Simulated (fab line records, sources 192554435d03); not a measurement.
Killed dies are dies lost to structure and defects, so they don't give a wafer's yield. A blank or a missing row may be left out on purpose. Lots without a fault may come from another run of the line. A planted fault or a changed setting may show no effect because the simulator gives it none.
fab line records | flow n5_finfet
record lots=9 wafers=27 last_day=20
route steps=1938 shown MOL_CONTACT_COAG@532 BEOL_M4@1111
lots that met no fault: from a run of the same line without faults
start_h: hours from the record's first day to the start of the lot's first wafer shown | wait_h: hours since the lot's step before | " the same as in the row above | L1.1+2: a row that stands for several wafers | - no value, or no start given | * or withheld: withheld | < > ~ a bound
route shown NAME@n: a module of which the file shows steps, and the number in the route of the first | usual: mean/standard deviation of fault-free wafers | same: alike in all rows | chamber/n: place in a boat | sites: the reading at each site | _std_site: their standard deviation | _edge_site: outer sites' mean less inner sites' | radius_mm: how far each site lies from the wafer's centre | mask NAME#n: copy n | behind: the tool/chamber that last shaped the wafer | hold: why the lot was held/for how many hours/how that ended | device: the transistor (n, p or np) that didn't switch | end of line: the same wafers' tests at the end of the route | a step without rows: its recipe alone | killed: dies lost to structure and defects at the first sort, not the wafer's yield | map: a wafer's dies, x killed, . not, _ none there
set.NAME: the setting as run; set.NAME@STEP: as run at that earlier step | model.NAME: the simulator's own value behind a step, which no gauge read
steps of the route over a sample of lots; a table a step, a row a wafer
services: from which hour (start_h, from the record's first day; less than 0 if before it) a tool's chamber was out of use, for how many hours, and why
## steps
# step N5_MOL_CONTACT_COAG_ETCH_106
# recipe chemistry=N2/H2 target=SOC target_depth_a=800 overetch_a=160 mask_material=SiARC temp_c=40 time_s=120 ion_energy_ev=200 pressure_mtorr=30 source_w=840 bias_w=150 n2_flow_sccm=200 h2_flow_sccm=200
# usual bias_w=149.9/0.47 drypump_motor_current_A=5.7/0.45 oes_product_au=0.69/0.068 rf_vpp_V=522.8/1.9 showerhead_plenum_p_Torr=2.51/0.064 throttle_valve_pct=18.02/0.27
# same time_s=120
# columns lot.wafer tool chamber start_h wait_h bias_w drypump_motor_current_A oes_product_au rf_hours_counter_h rf_vpp_V showerhead_plenum_p_Torr throttle_valve_pct
L912.1 rie_diel-03 3 95.74 0.0 149.9 5.3 0.64 176 522.8 2.53 17.75
L912.5 " 1 " " 150.4 5.5 0.64 - 523.4 2.52 18.28
L912.6 " 3 " " 149.9 5.3 0.66 - 524.1 2.53 17.77
L913.2 rie_diel-06 2 99.46 0.0 149.9 5.6 0.75 68 525.3 2.58 17.74
L913.3 " 3 " " 149.6 4.9 0.65 214 523.5 2.51 18.39
L913.5 " 3 " " 150.1 4.9 0.64 - 523.0 2.51 18.40
L914.1 rie_diel-03 0 107.03 0.0 149.2 5.7 0.69 141 521.6 2.45 18.12
L914.4 " 1 " " 149.8 5.5 0.64 - 521.5 2.51 18.29
L914.5 " 3 " " 149.5 5.3 0.65 - 522.9 2.53 17.76
L916.1 rie_diel-05 1 119.30 0.0 149.9 6.5 0.65 194 519.0 2.43 18.13
L916.4 " 3 " " 150.2 5.4 0.65 - 524.1 2.52 18.28
L916.5 " 2 " " 151.4 6.3 0.68 - 525.1 2.54 17.97
L928.2 rie_diel-06 2 192.77 0.0 149.6 5.5 0.72 101 523.9 2.57 17.80
L928.4 " 2 " " 149.3 5.5 0.72 - 526.0 2.57 17.79
L928.5 " 3 " " 149.5 4.9 0.62 - 523.2 2.50 18.44
L930.1 rie_diel-05 1 204.37 0.0 150.7 6.5 0.63 224 519.8 2.42 18.17
L930.4 " 0 " " 149.0 6.5 0.82 19 524.4 2.49 17.34
L930.5 " 3 " " 149.3 5.4 0.62 - 523.9 2.51 18.32
L932.3 rie_diel-05 0 219.24 0.0 148.9 6.5 0.80 25 522.7 2.49 17.36
L932.4 " 1 " " 149.4 6.5 0.63 229 520.7 2.41 18.18
L932.6 " 2 " " 150.2 6.3 0.64 - 523.0 2.52 18.02
L933.2 rie_diel-06 1 229.61 0.0 150.2 5.8 0.67 159 518.8 2.43 18.01
L933.4 " 0 " " 149.8 5.7 0.83 10 521.2 2.49 17.72
L933.6 " 3 " " 150.2 4.9 0.89 - 521.8 2.50 17.98
L934.1 rie_diel-06 2 232.53 0.0 151.2 5.6 0.71 118 524.4 2.56 17.83
L934.2 " 3 " " 150.6 4.9 0.89 3 523.2 2.50 17.98
L934.6 " 1 " " 150.1 5.8 0.67 - 520.7 2.43 18.02
# step N5_MOL_CONTACT_COAG_PRE_CLEAN_141
# recipe gas=H2/He time_s=60 temp_c=300
# usual heater_power_w=462/65
# same time_s=60
# columns lot.wafer tool chamber start_h wait_h heater_power_w
L912.1 pvd_sputter-02 - 100.03 2.5 418
L912.5 " - " " 381
L912.6 " - " " 476
L913.2 pvd_sputter-03 - 102.67 1.8 518
L913.3 " - " " 334
L913.5 " - " " 353
L914.1 pvd_sputter-02 - 111.61 2.4 476
L914.4 " - " " 459
L914.5 " - " " 377
L916.1 pvd_sputter-02 - 121.85 1.3 383
L916.4 " - " " 461
L916.5 " - " " 451
L928.2 pvd_sputter-02 - 196.85 2.4 376
L928.4 " - " " 482
L928.5 " - " " 407
L930.1 pvd_sputter-02 - 209.49 2.0 463
L930.4 " - " " 395
L930.5 " - " " 410
L932.3 pvd_sputter-01 - 222.93 2.0 501
L932.4 " - " " 577
L932.6 " - " " 596
L933.2 pvd_sputter-01 - 231.64 0.4 426
L933.4 " - " " 457
L933.6 " - " " 462
L934.1 pvd_sputter-02 - 235.07 1.2 477
L934.2 " - " " 392
L934.6 " - " " 462
# step N5_MOL_CONTACT_COAG_CO_FILL_22
# recipe material=Co target_thk_a=200 temp_c=200 precursor=CCTBA/H2 pressure_torr=30
# usual heater_power_w=240/18
# columns lot.wafer tool chamber start_h wait_h heater_power_w
L912.1 cvd_co-01 0 100.21 0.1 232
L912.5 " 0 " " 234
L912.6 " 2 " " 225
L913.2 cvd_co-02 2 102.86 0.1 244
L913.3 " 1 " " 231
L913.5 " 0 " " 245
L914.1 cvd_co-01 1 111.79 0.1 272
L914.4 " 2 " " 230
L914.5 " 0 " " 231
L916.1 cvd_co-01 2 122.03 0.1 230
L916.4 " 1 " " 270
L916.5 " 2 " " 234
L928.2 cvd_co-02 0 197.03 0.1 237
L928.4 " 0 " " 239
L928.5 " 2 " " 240
L930.1 cvd_co-01 2 209.67 0.1 233
L930.4 " 1 " " 270
L930.5 " 2 " " 236
L932.3 cvd_co-02 2 223.11 0.1 247
L932.4 " 0 " " 243
L932.6 " 2 " " 239
L933.2 cvd_co-01 2 231.82 0.1 229
L933.4 " 0 " " 236
L933.6 " 2 " " 231
L934.1 cvd_co-02 0 235.25 0.1 240
L934.2 " 1 " " 212
L934.6 " 2 " " 245
# step N5_MOL_CONTACT_COAG_CMP_23
# recipe stop_on=SiO2 t_overpolish_s=1.5 post_cmp_clean=cu_alkaline down_force_psi=2 platen_rpm=50.289 pad_velocity_m_s=1.0006 target_thk_nm=0
# usual motor_current_A=8.3/0.6 overpolish_run_s=1.499/0.0094 platen_rpm=50.29/0.034 time_to_endpoint_s=9.7/1.8
# columns lot.wafer tool chamber start_h wait_h motor_current_A overpolish_run_s platen_rpm time_to_endpoint_s
L912.1 cmp-01 0 103.25 0.1 8.6 1.487 50.24 9.2
L912.6 " 3 " " 7.6 1.497 50.33 11.6
L912.5 " 0 " " 8.8 1.501 50.30 13.1
L913.2 cmp-03 2 106.33 0.1 9.4 1.494 50.23 6.2
L913.3 " 0 " " 8.0 1.506 50.34 7.1
L913.5 " 1 " " 7.2 1.503 50.29 7.2
L914.1 cmp-01 0 116.08 0.1 8.7 1.492 50.29 10.2
L914.4 " 1 " " 7.8 1.485 50.32 11.0
L914.5 " 3 " " 7.7 1.504 50.26 13.0
L916.4 cmp-01 3 123.95 0.1 7.5 1.517 50.32 10.7
L916.1 " 2 " " 8.9 1.512 50.30 13.4
L916.5 " 0 " " 8.9 1.522 50.27 10.2
L928.4 cmp-01 1 200.15 0.0 8.6 1.498 50.23 8.8
L928.2 " 0 " " 9.1 1.512 48.29 8.2
L928.5 " 2 " " 8.5 1.505 50.25 10.1
L930.4 cmp-03 2 213.06 0.0 9.4 1.510 50.31 9.9
L930.1 " 1 " " 7.0 1.473 50.26 7.6
L930.5 " 2 " " 9.2 1.512 50.30 7.3
L932.3 cmp-04 0 227.07 0.0 7.5 1.480 50.27 9.9
L932.4 " 1 " " 8.1 1.513 50.33 7.7
L932.6 " 0 " " 7.3 1.491 50.27 8.4
L933.2 cmp-03 2 234.81 0.0 9.8 1.493 50.24 12.9
L933.4 " 3 " " 8.7 1.498 50.29 10.1
L933.6 " 2 " " 10.2 1.517 50.30 9.3
L934.2 cmp-04 2 237.71 0.1 8.2 1.498 50.28 9.8
L934.1 " 0 " " 7.6 1.492 50.31 12.7
L934.6 " 1 " " 8.7 1.499 50.22 12.5
# step N5_BEOL_M4_RC_MEAS_101
# usual DIBL_N=35.9/1.2 DIBL_P=35.9/1.4 IOFF_N=0.149/0.02 IOFF_P=0.205/0.022 ION_N=671/8.8 ION_P=461/5.9 SS_N=71.4/0.51 SS_P=73.2/0.56 VT_N=250.6/2.5 VT_P=-250.1/2.3
# columns lot.wafer tool chamber start_h wait_h DIBL_N[mV/V] DIBL_P[mV/V] IOFF_N[nA/um] IOFF_P[nA/um] ION_N[uA/um] ION_P[uA/um] SS_N[mV/dec] SS_P[mV/dec] VT_N[mV] VT_P[mV]
L912.1 prober-02 0 208.48 0.0 36.4 35.8 0.157 0.223 676 466 71.5 73.6 249.7 -246.2
L912.5 " 0 " " 36.8 35.7 0.157 0.233 671 466 72.5 73.6 250.3 -248.6
L912.6 " 0 " " 36.7 36.5 0.165 0.243 671 465 71.3 72.3 249.1 -247.0
L913.2 prober-01 0 214.70 0.2 35.4 34.4 0.140 0.211 667 460 71.2 73.0 250.7 -247.5
L913.3 " 0 " " 33.3 32.3 0.110 0.177 657 453 70.9 72.9 254.6 -249.7
L913.5 " 0 " " 34.8 34.4 0.138 0.211 667 460 70.9 72.8 249.5 -247.5
L914.1 prober-02 0 241.54 0.0 37.0 37.7 0.184 0.238 672 458 71.2 73.6 248.2 -247.7
L914.4 " 0 " " 35.5 36.1 0.155 0.216 674 463 70.7 73.3 249.1 -250.2
L914.5 " 0 " " 38.0 38.8 0.207 0.269 686 467 72.1 73.7 248.1 -247.6
L916.1 prober-02 0 246.28 0.0 37.3 36.6 0.157 0.214 664 461 72.2 73.2 249.4 -245.2
L916.4 " 0 " " 37.2 37.1 0.161 0.222 674 467 71.4 73.3 248.5 -248.9
L916.5 " 0 " " 36.7 36.6 0.153 0.214 676 463 71.5 73.2 248.4 -249.7
L928.2 prober-01 0 297.68 0.2 36.2 37.5 0.150 0.202 672 464 71.1 73.4 249.7 -249.9
L928.4 " 0 " " 36.0 37.1 0.156 0.198 672 458 70.9 73.2 249.8 -249.9
L928.5 " 0 " " 36.6 38.0 0.162 0.208 674 465 71.8 73.9 247.4 -251.6
L930.1 prober-01 0 302.96 0.0 36.7 37.7 0.181 0.239 684 470 72.0 73.6 248.6 -250.1
L930.4 " 0 " " 34.8 36.1 0.152 0.213 665 465 71.1 72.9 250.1 -251.6
L930.5 " 0 " " 33.6 34.2 0.127 0.178 669 454 71.3 72.1 250.2 -253.0
L933.2 prober-01 0 323.70 0.2 34.6 33.9 0.118 0.166 658 451 71.4 72.5 255.1 -253.8
L933.4 " 0 " " 37.2 36.8 0.165 0.211 676 461 71.7 73.7 248.7 -246.3
L933.6 " 0 " " 34.8 34.6 0.129 0.175 665 456 71.1 72.6 254.3 -252.8
L932.3 prober-02 0 340.11 0.3 35.6 35.4 0.138 0.189 679 462 71.5 73.1 250.3 -253.0
L932.4 " 0 " " 36.9 37.1 0.156 0.223 673 460 71.5 73.9 247.9 -248.4
L932.6 " 0 " " 36.2 35.8 0.145 0.202 665 456 71.6 72.9 247.4 -251.8
L934.1 prober-02 0 360.66 0.0 37.5 35.7 0.171 0.244 680 473 71.2 74.4 247.1 -247.2
L934.2 " 0 " " 36.5 34.1 0.145 0.216 664 461 71.5 74.0 249.7 -248.4
L934.6 " 0 " " 36.1 34.7 0.144 0.222 673 470 71.0 73.2 249.8 -246.4
## services
# columns tool chamber start_h hours kind
rie_diel-05 0 89.36 11.4 repair
cmp-01 - 92.45 1.4 repair
cmp-03 - 95.87 1.1 repair
pvd_sputter-02 - 97.72 2.0 repair
cmp-04 - 103.27 0.5 repair
cvd_co-02 1 114.67 - clean
cvd_co-02 1 114.67 22.0 scheduled_down
cvd_co-02 1 114.67 22.0 vent_cycle
cmp-03 - 119.48 74.2 repair
cvd_co-01 - 127.98 2.8 pm
cmp-04 - 129.98 8.6 pm
cmp-04 - 140.16 4.8 pm
cmp-01 - 143.24 4.0 pm
rie_diel-05 - 156.79 2.8 pm
cmp-01 - 159.33 3.0 repair
rie_diel-03 2 170.07 2.4 repair
cvd_co-01 2 176.60 6.3 repair
cvd_co-02 - 183.68 0.2 repair
cmp-04 - 193.48 4.5 repair
cmp-03 - 193.68 3.5 pm
cmp-03 - 197.60 14.6 pm
cmp-04 - 201.26 0.6 repair
rie_diel-05 - 223.81 28.1 pm
cmp-01 - 236.00 6.8 pm
## key
first_sign step=N5_MOL_CONTACT_COAG_CMP_23 reading=platen_rpm direction=down sigmas=58 usual=50.29 struck=48.29
effect none on later readings
met_at N5_MOL_CONTACT_COAG_CMP_23
struck_lots L928
struck_wafers L928.2
not_acting_at N5_MOL_CONTACT_COAG_ETCH_106,N5_MOL_CONTACT_COAG_PRE_CLEAN_141,N5_MOL_CONTACT_COAG_CO_FILL_22
onset_between 123.95 200.15
fault kind=process_parameter_drift tool=cmp-01 chamber=0 onset_h=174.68 steps=N5_MOL_CONTACT_COAG_CMP_23 channel=platen_rpm offset=-2.0116 shape=step end_h=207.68 acts_in=these_recipes_only stated=50.289
